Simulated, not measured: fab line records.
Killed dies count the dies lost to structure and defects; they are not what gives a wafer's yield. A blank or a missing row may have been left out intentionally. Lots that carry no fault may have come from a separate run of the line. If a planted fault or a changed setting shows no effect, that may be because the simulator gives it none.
Which of the tools did it?	flow nand-harc	24 lots, 72 wafers sampled, at 6 steps of a route of 1302

== WHAT THE GAUGES READ, wafer by wafer ==
Not one reading of a measure or inspect step in the record can be checked against a usual standard deviation.

== TOOL THAT RAN EACH LOT (tool first, then ch and the chambers of the sampled wafers, then the start) ==
lot	NHARC_A_STAIRCASE_TRIM_200	NHARC_A_STAIRCASE_ETCH_271	NHARC_A_STAIRCASE_ETCH_452	NHARC_A_STAIRCASE_DEP_417	NHARC_A_STAIRCASE_CMP_152	NHARC_A_STAIRCASE_STRIP_475
L074	rie-diel-08 ch 0,1, day 16 05:00 or earlier	rie-diel-08 ch 2,3, day 16 05:00	rie-diel-04 ch 0,1, day 17 02:16 or earlier	pecvd-03 ch 0,1,2, day 17 02:16	cmp-03 ch 0,3, day 19 02:42	rie-diel-04 ch 2,3, no start
L075	rie-diel-13 ch 0,1,3, day 17 07:23 or earlier	rie-diel-13 ch 0,3, day 17 07:23	rie-diel-04 ch 0,2,3, day 17 22:35 or earlier	pecvd-02 ch 1,2, day 17 22:35	cmp-01 ch 0,1,3, day 19 22:23	rie-diel-04 ch 0,1,2, no start
L076	rie-diel-04 ch 0,3, day 17 07:33 or earlier	rie-diel-08 ch 0,2,3, day 17 07:33	rie-diel-13 ch 0,1,3, day 18 01:48 or earlier	pecvd-04 ch 0,1, day 18 01:48	cmp-03 ch 0,2, day 19 22:50	rie-diel-08 ch 0,1,3, no start
L077	rie-diel-04 ch 0,1,3, day 17 22:26 or earlier	rie-diel-13 ch 0,1,2, day 17 22:26	rie-diel-04 ch 0,1,3, day 18 13:31 or earlier	pecvd-04 ch 1,2, day 18 13:31	cmp-03 ch 0,3, day 20 09:41	rie-diel-08 ch 0,1, no start
L078	rie-diel-08 ch 0,1,3, day 18 00:00 or earlier	rie-diel-04 ch 0,1,2, day 18 00:00	rie-diel-08 ch 0,1,3, day 18 14:54 or earlier	pecvd-03 ch 0,1,2, day 18 14:54	cmp-04 ch 0,1,3, day 20 09:52	rie-diel-04 ch 0,1,2, no start
L079	rie-diel-04 ch 0,1, day 18 07:48 or earlier	rie-diel-13 ch 1,2,3, day 18 07:48	rie-diel-08 ch 0,2,3, day 18 23:41 or earlier	pecvd-02 ch 0,1, day 18 23:41	cmp-01 ch 1,3, day 20 20:55	rie-diel-04 ch 1,2,3, no start
L080	rie-diel-04 ch 0,2,3, day 18 21:44 or earlier	rie-diel-04 ch 1,2, day 18 21:44	rie-diel-04 ch 0,3, day 19 17:49 or earlier	pecvd-03 ch 0,1, day 19 17:49	cmp-03 ch 0,2,3, day 21 14:41	rie-diel-13 ch 0,3, no start
L081	rie-diel-08 ch 0,1, day 19 14:32 or earlier	rie-diel-08 ch 0,1,2, day 19 14:32	rie-diel-04 ch 2,3, day 20 07:13 or earlier	pecvd-03 ch 0,1,2, day 20 07:13	cmp-03 ch 0,1, day 22 00:35	rie-diel-13 ch 2,3, day 22 01:46
L082	rie-diel-04 ch 2,3, day 19 19:34 or earlier	rie-diel-13 ch 0,3, day 19 19:34	rie-diel-04 ch 0,2, day 20 11:09 or earlier	pecvd-02 ch 0,2, day 20 11:09	cmp-01 ch 0,1,3, day 22 01:25	rie-diel-04 ch 2,3, no start
L083	rie-diel-13 ch 1,2,3, day 20 21:25 or earlier	rie-diel-08 ch 0,1,3, day 20 21:25	rie-diel-13 ch 0,2,3, day 21 19:32 or earlier	pecvd-03 ch 0,2, day 21 19:32	cmp-03 ch 0,2,3, day 23 15:09	rie-diel-04 ch 0,1,3, no start
L086	rie-diel-04 ch 1,2, day 21 03:11 or earlier	rie-diel-08 ch 0,1,3, day 21 03:11	rie-diel-04 ch 0,3, day 22 03:05 or earlier	pecvd-03 ch 1,2, day 22 03:05	cmp-04 ch 1,2,3, day 23 22:08	rie-diel-04 ch 0,3, no start
L084	rie-diel-08 ch 0,1,3, day 21 06:43 or earlier	rie-diel-08 ch 0,3, day 21 06:43	rie-diel-13 ch 0,1,2, day 22 03:31 or earlier	pecvd-04 ch 0,1,2, day 22 03:31	cmp-04 ch 2,3, day 24 01:04	rie-diel-13 ch 0,3, no start
L085	rie-diel-04 ch 0,1, day 21 08:40 or earlier	rie-diel-13 ch 0,1,3, day 21 08:40	rie-diel-04 ch 0,1, day 22 05:43 or earlier	pecvd-04 ch 0,1, day 22 05:43	cmp-01 ch 1,3, day 23 22:16	rie-diel-13 ch 0,2,3, no start
L087	rie-diel-08 ch 0,2,3, day 22 07:27 or earlier	rie-diel-08 ch 0,2,3, day 22 07:27	rie-diel-04 ch 0,2, day 23 04:09 or earlier	pecvd-03 ch 1,2, day 23 04:09	cmp-04 ch 0,1,2, day 25 01:13	rie-diel-13 ch 0,2,3, no start
L088	rie-diel-04 ch 0,1,3, day 22 09:47 or earlier	rie-diel-13 ch 0,1,2, day 22 09:47	rie-diel-08 ch 0,2,3, day 23 06:29 or earlier	pecvd-04 ch 0,1,2, day 23 06:29	cmp-03 ch 0,2, day 25 01:20	rie-diel-04 ch 0,1,2, no start
L089	rie-diel-13 ch 0,2, day 22 22:18 or earlier	rie-diel-04 ch 0,2, day 22 22:18	rie-diel-13 ch 0,1, day 23 16:07 or earlier	pecvd-04 ch 0,1, day 23 16:07	cmp-04 ch 0,3, day 25 11:00	rie-diel-04 ch 0,1,2, no start
L090	rie-diel-04 ch 1,2, day 23 06:33 or earlier	rie-diel-08 ch 1,2,3, day 23 06:33	rie-diel-13 ch 0,2, day 24 00:35 or earlier	pecvd-04 ch 1,2, day 24 00:35	cmp-01 ch 0,2, day 25 17:39	rie-diel-04 ch 0,3, no start
L091	rie-diel-08 ch 0,2,3, day 23 05:58 or earlier	rie-diel-13 ch 1,2,3, day 23 05:58	rie-diel-13 ch 1,2,3, day 24 00:23 or earlier	pecvd-02 ch 1,2, day 24 00:23	cmp-04 ch 1,2,3, day 25 17:31	rie-diel-13 ch 1,2, day 25 18:44
L092	rie-diel-04 ch 0,3, day 24 17:21 or earlier	rie-diel-13 ch 1,2,3, day 24 17:21	rie-diel-04 ch 1,2,3, day 25 08:43 or earlier	pecvd-04 ch 0,1,2, day 25 08:43	cmp-03 ch 0,3, day 27 05:56	rie-diel-08 ch 0,1,2, no start
L093	rie-diel-08 ch 0,1,2, day 24 19:07 or earlier	rie-diel-08 ch 2,3, day 24 19:07	rie-diel-08 ch 0,1,2, day 25 11:38 or earlier	pecvd-04 ch 0,1, day 25 11:38	cmp-04 ch 0,1,3, day 27 05:40	rie-diel-04 ch 0,3, no start
L094	rie-diel-08 ch 0,3, day 24 21:15 or earlier	rie-diel-08 ch 0,2, day 24 21:15	rie-diel-08 ch 1,2, day 25 13:24 or earlier	pecvd-03 ch 1,2, day 25 13:24	cmp-01 ch 0,1, day 27 05:32	rie-diel-08 ch 0,1,3, no start
L095	rie-diel-08 ch 1,2,3, day 25 06:02 or earlier	rie-diel-13 ch 0,1,2, day 25 06:02	rie-diel-13 ch 0,2,3, day 25 21:39 or earlier	pecvd-03 ch 0,1,2, day 25 21:39	cmp-01 ch 0,1,2, day 27 17:18	rie-diel-08 ch 1,2,3, no start
L096	rie-diel-13 ch 1,3, day 25 13:37 or earlier	rie-diel-13 ch 0,1,2, day 25 13:37	rie-diel-08 ch 1,2,3, day 26 06:50 or earlier	pecvd-03 ch 0,1,2, day 26 06:50	cmp-01 ch 0,1, day 28 00:46	rie-diel-08 ch 0,1, no start
L097	rie-diel-04 ch 1,3, day 26 02:30 or earlier	rie-diel-13 ch 1,2,3, day 26 02:30	rie-diel-08 ch 1,2, day 26 22:35 or earlier	pecvd-04 ch 0,1,2, day 26 22:35	cmp-04 ch 0,2,3, day 28 16:05	rie-diel-08 ch 0,2,3, no start
- NHARC_A_STAIRCASE_TRIM_200: chemistry O2, time 211.2 s.
- NHARC_A_STAIRCASE_ETCH_271: etches the open film in CF4/CHF3.
- NHARC_A_STAIRCASE_ETCH_452: etches the open film in CF4/O2, target depth 30 nm, overetch 3 nm, time 16.5 s.
- NHARC_A_STAIRCASE_DEP_417: deposits Si3N4, target thk 60 nm.
- NHARC_A_STAIRCASE_CMP_152: polishes.
- NHARC_A_STAIRCASE_STRIP_475: strips in O2, time 20 s.

== WHAT THE TOOLS THEMSELVES READ (means of the sampled wafers that have a number; where no wafer has one, the mark that the record gives instead) ==
NHARC_A_STAIRCASE_TRIM_200.
lot	tool	drypump-motor-current-A (A)	oes-product-au (a.u.)	rf-vpp-V (V)	showerhead-plenum-p-Torr (Torr)	throttle-valve-pct (%)
L074	rie-diel-08	5.7	1.006	57.5	3.55	17.033
L075	rie-diel-13	6.0	0.996	58.0	3.51	17.039
L076	rie-diel-04	6.2	0.993	57.5	3.58	17.028
L077	rie-diel-04	5.8	0.987	58.2	3.60	17.041
L078	rie-diel-08	5.7	0.999	57.3	3.49	17.034
L079	rie-diel-04	5.7	0.995	59.0	3.66	17.033
L080	rie-diel-04	6.2	1.002	58.4	3.62	17.036
L081	rie-diel-08	5.7	1.005	57.8	3.54	17.038
L082	rie-diel-04	6.1	1.014	58.1	3.68	17.031
L083	rie-diel-13	6.0	1.001	58.5	3.54	17.046
L086	rie-diel-04	5.2	0.998	58.8	3.72	17.041
L084	rie-diel-08	5.6	1.006	57.7	3.47	17.033
L085	rie-diel-04	5.7	0.985	57.6	3.65	17.035
L087	rie-diel-08	5.5	1.002	57.8	3.48	17.036
L088	rie-diel-04	5.8	0.992	57.9	3.58	17.039
L089	rie-diel-13	5.9	1.007	58.1	3.48	17.035
L090	rie-diel-04	5.2	0.999	58.4	3.72	17.050
L091	rie-diel-08	5.5	0.999	57.3	3.47	17.033
L092	rie-diel-04	6.2	0.992	58.3	3.55	17.022
L093	rie-diel-08	5.6	0.999	57.4	3.51	17.033
L094	rie-diel-08	5.5	1.022	56.9	3.43	17.034
L095	rie-diel-08	5.6	1.002	58.5	3.45	17.037
L096	rie-diel-13	6.2	0.994	57.9	3.45	17.027
L097	rie-diel-04	5.9	0.998	57.1	3.49	17.037

NHARC_A_STAIRCASE_ETCH_271.
lot	tool	drypump-motor-current-A (A)	oes-product-au (a.u.)	rf-vpp-V (V)	showerhead-plenum-p-Torr (Torr)	throttle-valve-pct (%)
L074	rie-diel-08	5.5	0.937	369.5	1.54	16.793
L075	rie-diel-13	6.1	0.956	368.8	1.51	16.785
L076	rie-diel-08	5.5	0.978	369.9	1.56	16.796
L077	rie-diel-13	5.8	0.923	371.1	1.60	16.805
L078	rie-diel-04	5.6	0.967	372.3	1.66	16.802
L079	rie-diel-13	6.0	0.964	371.4	1.58	16.798
L080	rie-diel-04	5.2	0.964	374.5	1.67	16.805
L081	rie-diel-08	5.6	0.978	370.4	1.57	16.801
L082	rie-diel-13	6.4	0.924	367.9	1.49	16.793
L083	rie-diel-08	5.6	0.922	370.5	1.55	16.806
L086	rie-diel-08	5.6	0.927	369.2	1.55	16.817
L084	rie-diel-08	5.6	0.927	369.9	1.56	16.809
L085	rie-diel-13	6.0	0.958	369.3	1.56	16.798
L087	rie-diel-08	5.5	0.928	369.9	1.55	16.792
L088	rie-diel-13	5.8	0.921	371.5	1.59	16.796
L089	rie-diel-04	6.0	0.985	373.2	1.67	16.796
L090	rie-diel-08	5.6	0.962	369.3	1.54	16.806
L091	rie-diel-13	6.0	0.974	371.3	1.58	16.807
L092	rie-diel-13	6.0	0.969	370.5	1.57	16.805
L093	rie-diel-08	5.5	0.975	368.7	1.52	16.801
L094	rie-diel-08	5.5	0.963	371.0	1.57	16.811
L095	rie-diel-13	5.8	0.959	371.2	1.59	16.805
L096	rie-diel-13	5.8	0.950	370.0	1.59	16.803
L097	rie-diel-13	6.0	0.924	371.1	1.57	16.802

NHARC_A_STAIRCASE_ETCH_452.
lot	tool	drypump-motor-current-A (A)	oes-product-au (a.u.)	rf-vpp-V (V)	showerhead-plenum-p-Torr (Torr)	throttle-valve-pct (%)
L074	rie-diel-04	5.7	0.997	198.7	1.39	13.403
L075	rie-diel-04	6.2	1.007	197.6	1.37	13.396
L076	rie-diel-13	6.0	0.990	197.8	1.33	13.406
L077	rie-diel-04	5.8	0.993	198.3	1.36	13.399
L078	rie-diel-08	5.6	1.002	198.3	1.32	13.393
L079	rie-diel-08	5.5	1.000	197.7	1.32	13.397
L080	rie-diel-04	6.3	0.998	197.7	1.33	13.394
L081	rie-diel-04	6.2	1.012	198.0	1.34	13.403
L082	rie-diel-04	6.1	0.999	198.2	1.40	13.395
L083	rie-diel-13	6.1	1.008	196.4	1.29	13.395
L086	rie-diel-04	6.3	0.998	196.9	1.32	13.394
L084	rie-diel-13	5.8	1.005	198.0	1.35	13.397
L085	rie-diel-04	5.7	0.986	198.3	1.38	13.396
L087	rie-diel-04	6.0	1.007	199.5	1.42	13.395
L088	rie-diel-08	5.5	1.002	198.2	1.31	13.393
L089	rie-diel-13	5.6	0.995	198.9	1.38	13.392
L090	rie-diel-13	5.9	1.006	196.8	1.30	13.397
L091	rie-diel-13	6.0	1.000	197.7	1.33	13.406
L092	rie-diel-04	5.7	0.999	198.5	1.37	13.399
L093	rie-diel-08	5.6	1.008	197.2	1.33	13.396
L094	rie-diel-08	5.7	0.997	197.4	1.32	13.393
L095	rie-diel-13	6.1	1.002	196.8	1.28	13.394
L096	rie-diel-08	5.6	1.005	197.3	1.30	13.390
L097	rie-diel-08	5.6	1.006	197.4	1.32	13.391

NHARC_A_STAIRCASE_DEP_417.
lot	tool	heater-power-w (W)	showerhead-vpp-V (V)
L074	pecvd-03	636	1367
L075	pecvd-02	693	1291
L076	pecvd-04	552	1368
L077	pecvd-04	603	1315
L078	pecvd-03	644	1353
L079	pecvd-02	732	1263
L080	pecvd-03	610	1389
L081	pecvd-03	639	1357
L082	pecvd-02	762	1320
L083	pecvd-03	593	1406
L086	pecvd-03	687	1321
L084	pecvd-04	632	1320
L085	pecvd-04	641	1349
L087	pecvd-03	681	1309
L088	pecvd-04	598	1330
L089	pecvd-04	556	1371
L090	pecvd-04	631	1347
L091	pecvd-02	634	1292
L092	pecvd-04	662	1331
L093	pecvd-04	658	1369
L094	pecvd-03	655	1333
L095	pecvd-03	629	1355
L096	pecvd-03	624	1364
L097	pecvd-04	662	1320

NHARC_A_STAIRCASE_CMP_152.
lot	tool	motor-current-A (A)
L074	cmp-03	10.9
L075	cmp-01	12.6
L076	cmp-03	10.9
L077	cmp-03	11.2
L078	cmp-04	12.4
L079	cmp-01	13.8
L080	cmp-03	11.1
L081	cmp-03	13.2
L082	cmp-01	12.1
L083	cmp-03	11.1
L086	cmp-04	11.5
L084	cmp-04	10.9
L085	cmp-01	14.2
L087	cmp-04	11.2
L088	cmp-03	11.7
L089	cmp-04	12.5
L090	cmp-01	11.4
L091	cmp-04	11.2
L092	cmp-03	10.9
L093	cmp-04	12.1
L094	cmp-01	12.3
L095	cmp-01	12.3
L096	cmp-01	13.6
L097	cmp-04	11.4

NHARC_A_STAIRCASE_STRIP_475.
lot	tool	drypump-motor-current-A (A)	oes-product-au (a.u.)	rf-vpp-V (V)	showerhead-plenum-p-Torr (Torr)	throttle-valve-pct (%)
L074	rie-diel-04	6.3	1.011	58.0	3.55	17.036
L075	rie-diel-04	5.6	0.999	58.8	3.71	17.034
L076	rie-diel-08	5.7	1.010	57.7	3.48	17.041
L077	rie-diel-08	5.8	1.007	58.2	3.51	17.023
L078	rie-diel-04	5.6	1.001	58.7	3.71	17.048
L079	rie-diel-04	5.8	0.997	58.3	3.63	17.034
L080	rie-diel-13	6.1	0.995	57.2	3.37	17.038
L081	rie-diel-13	6.1	1.010	57.0	3.45	17.038
L082	rie-diel-04	6.3	1.009	57.8	3.54	17.038
L083	rie-diel-04	5.8	0.991	57.6	3.57	17.035
L086	rie-diel-04	6.2	0.984	58.1	3.55	17.039
L084	rie-diel-13	6.2	1.014	56.6	3.36	17.038
L085	rie-diel-13	6.1	1.011	57.7	3.40	17.030
L087	rie-diel-13	6.1	0.998	58.0	3.40	17.033
L088	rie-diel-04	5.6	1.002	57.8	3.69	17.028
L089	rie-diel-04	5.6	0.999	59.1	3.68	17.037
L090	rie-diel-04	6.3	0.986	58.4	3.47	17.034
L091	rie-diel-13	5.8	1.012	57.7	3.59	17.026
L092	rie-diel-08	5.7	0.999	58.1	3.49	17.047
L093	rie-diel-04	6.3	0.992	59.1	3.46	17.030
L094	rie-diel-08	5.7	1.007	58.2	3.44	17.032
L095	rie-diel-08	5.6	1.003	57.3	3.43	17.030
L096	rie-diel-08	5.8	0.998	57.3	3.47	17.030
L097	rie-diel-08	5.5	1.005	57.9	3.45	17.036

== THE ANSWER, worked out from the rows above alone ==
Rule: usual is defined by the lots themselves. The widest of any qualifying gaps counts: lots, ordered by their means at a reading, are off when they make up no more than a third of the lots, leave a main group of 4 or more, and stand apart from it by 3 or more times the standard deviation of that group's means. Not used: any main group whose means are identical at the precision the tables above print for the reading. A lot without any number at a reading at which 4 lots or more have one is off too. Any other lot the step has rows for is counted as sound. First the gauges in route order, then the tools' own readings, where a lot's mean is used as printed above. At the first step where some lot is off, the reading lying furthest off is the one used; lots without a number count as furthest.
Nothing can be told from this: no lot is off at any reading shown.

== WHAT THE SIMULATOR PUT IN ==
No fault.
